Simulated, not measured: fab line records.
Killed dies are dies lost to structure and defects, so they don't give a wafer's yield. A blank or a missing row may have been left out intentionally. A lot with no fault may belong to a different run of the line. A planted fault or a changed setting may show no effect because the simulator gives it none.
Split-lot trial ; flow n5Finfet ; on a route of 1938 steps: 7 lots, 21 wafers read

ABOUT THE SPLIT
At N5_BEOL_M3_COAT_22 (resist thk 30 nm), the setting spinRpm was moved away from the recipe's 1500 rpm on 5 of the 21 wafers read, by -2.9% to +6.6%. The other wafers ran this setting at the recipe's value.

FROM THE SPLIT TO THE READING: what the file shows between them, 4 steps
- N5_BEOL_M3_EBR_24
- N5_BEOL_M3_SOFTBAKE_23: time 60 s
- N5_BEOL_M3_EXPOSE_25: exposes mask V2, defocus 5 nm
- N5_BEOL_M3_PEB_26: peb time 60 s

THE READING
CAR-EUV_of_BEOL_M3_COAT_22.thkNm (the simulator's own value, which no gauge read), in nm, at N5_BEOL_M3_DEVELOP_27 (develop time 30 s). The file gives no usual value for it. Here, 16 wafers ran the recipe; their average is 29.5 nm with a standard deviation of 0.099 nm.

wafer;tool, chamber at the split;spinRpm as run, rpm;against the recipe;CAR-EUV_of_BEOL_M3_COAT_22.thkNm, nm;against lot-mates on the recipe
L078.1;lithoTrack-02, 0;1574;+4.9%;28.8;-0.7
L078.3;lithoTrack-02, 0;1500;recipe;29.6;-
L078.5;lithoTrack-02, 0;1500;recipe;29.4;-
L080.2;lithoTrack-02, 0;1599;+6.6%;28.6;-1.0
L080.3;lithoTrack-02, 0;1599;+6.6%;28.6;-1.0
L080.4;lithoTrack-02, 0;1500;recipe;29.6;-
L082.3;lithoTrack-04, 0;1500;recipe;29.4;-
L082.6;lithoTrack-04, 0;1500;recipe;29.4;-
L082.5;lithoTrack-04, 0;1500;recipe;29.6;-
L085.1;lithoTrack-04, 0;1500;recipe;29.6;-
L085.6;lithoTrack-04, 0;1500;recipe;29.6;-
L085.5;lithoTrack-04, 0;1556;+3.7%;29;-0.6
L089.3;lithoTrack-04, 0;1500;recipe;29.4;-
L089.5;lithoTrack-04, 0;1500;recipe;29.4;-
L089.6;lithoTrack-04, 0;1500;recipe;29.4;-
L092.2;lithoTrack-02, 0;1500;recipe;29.6;-
L092.5;lithoTrack-02, 0;1500;recipe;29.6;-
L092.6;lithoTrack-02, 0;1500;recipe;29.4;-
L094.1;lithoTrack-02, 0;1500;recipe;29.6;-
L094.4;lithoTrack-02, 0;1500;recipe;29.6;-
L094.3;lithoTrack-02, 0;1457;-2.9%;29.8;+0.2

FIT RESULTS
A straight line over all 21 wafers: CAR-EUV_of_BEOL_M3_COAT_22.thkNm changes by -0.136 nm for each +1% of spinRpm; r = -0.96; the points scatter about the line by 0.094 nm.
The same after taking each lot's own level away (the mean of its wafers on the recipe; 21 wafers): -0.143 nm for each +1%; r = -0.98; scatter 0.08 nm.
According to that fit, moving spinRpm by its largest amount changes the reading by 0.94 nm.
Measured against the standard deviation above, the lots' own levels, which go from 29.40 to 29.60 nm, span 2.0 times it.
So the lot-to-lot level changes the slope little: the two slopes agree.
Check: with one of the wafers moved furthest among these (+6.6%) left out of the fit, the line predicts -0.945 nm for it against its lot-mates. Against them it came out at -1 nm.

THESE WAFERS: OTHER SPLITS
Before the reading, these wafers also passed through other splits. Each is held against what the fit with the lots' levels taken away leaves over:
other split on the same wafers;wafers away from the commonest value;r with CAR-EUV_of_BEOL_M3_COAT_22.thkNm (lot level and that fit taken away)
N5_MOL_CONTACT_COAG_ALD_123 aldCycles;8;+0.25
N5_MOL_CONTACT_COAG_VIA_ETCH_46 biasW;7;-0.35
N5_MOL_CONTACT_COAG_COAT_34 spinRpm;6;+0.05
N5_BEOL_M0_SAQP_COAT_08 spinRpm;7;+0.06
N5_BEOL_M0_ETCH_138 sourceW;4;+0.06
N5_BEOL_M0_ETCH_128 sourceW;7;+0.27
N5_BEOL_M1_ALD_98 aldCycles;8;+0.02
N5_BEOL_M2_COAT_67 spinRpm;7;+0.29
N5_BEOL_M2_COAT_76 timeS;6;+0.39
N5_BEOL_M3_COAT_76 spinRpm;3;-0.24

THE WHOLE CHAIN: every reading that the file lists as answering this split, in the file's order
step;what it does;reading;change (the file's fit);r (the file's)
N5_BEOL_M3_COAT_22;resist thk 30 nm;CAR-EUV_of_BEOL_M3_COAT_22.thkNm (the simulator's own value, which no gauge read);-0.155 nm for each +1% of the setting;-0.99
N5_BEOL_M3_DEVELOP_27;develop time 30 s;CAR-EUV_of_BEOL_M3_COAT_22.thkNm (the simulator's own value, which no gauge read);-0.143 nm for each +1% of the setting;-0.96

FILE'S OWN FIT
CAR-EUV_of_BEOL_M3_COAT_22.thkNm changes by -0.143 nm for each +1% of spinRpm, r = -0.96.
